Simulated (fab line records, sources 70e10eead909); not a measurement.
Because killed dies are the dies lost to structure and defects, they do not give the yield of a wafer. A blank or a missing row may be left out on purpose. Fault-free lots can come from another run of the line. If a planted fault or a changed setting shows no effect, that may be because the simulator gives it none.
Chamber matching    flow nand_harc    4 sister chambers for NHARC_A_BLC_STRIP_21 on rie_diel-12
The step strips in O2. 8 wafers are shown with their chamber, then 12 later ones without.

## WAFERS PAIRED WITH THEIR CHAMBERS
wafer   chamber  drypump_motor_current_A (A)  oes_product_au (a.u.)
L079.5  0        5.4                          1.007
L088.4  2        5.3                          1.004
L085.1  0        5.4                          1.012
L085.2  2        5.4                          1.008
L085.6  3        5.9                          1.006
L089.2  1        6.4                          0.997
L089.4  3        5.9                          1.014
L089.5  1        6.4                          0.990

## WAFERS WITHOUT THEIR CHAMBER
wafer   drypump_motor_current_A (A)  oes_product_au (a.u.)
L094.1  5.4                          1.003
L094.3  6.4                          0.994
L094.6  5.4                          1.008
L090.1  6.3                          0.994
L090.2  5.4                          1.000
L090.6  5.3                          1.006
L086.1  6.4                          0.998
L086.3  5.9                          1.004
L086.5  5.3                          1.007
L096.1  6.3                          1.005
L096.4  5.4                          1.002
L096.5  5.9                          0.994

## WHICH CHAMBER EACH WENT THROUGH
wafer   from the rows above      in truth
L094.1  can't be placed: 0 or 2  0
L094.3  1                        1
L094.6  can't be placed: 0 or 2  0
L090.1  1                        1
L090.2  can't be placed: 2 or 0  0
L090.6  can't be placed: 2 or 0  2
L086.1  1                        1
L086.3  3                        3
L086.5  can't be placed: 2 or 0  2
L096.1  1                        1
L096.4  can't be placed: 2 or 0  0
L096.5  3                        3
6 of 12 placed correctly. From these rows, 6 cannot be placed; in 6 the true chamber is one of the candidates. Placed wrongly: 0.
How it was worked out, from the rows above alone: a wafer's distance from a chamber is the root of the sum, over the readings, of the square of ((its reading less the chamber's mean) divided by the reading's scatter). If the next closest chamber is less than 2 further off than the closest, the wafer can't be placed; otherwise it belongs to the closest. For every chamber, the mean is computed from those of its wafers that are shown. The scatter is the square root of a quotient: the sum, over the shown wafers, of each reading's squared deviation from its chamber's mean, divided by wafers minus chambers.
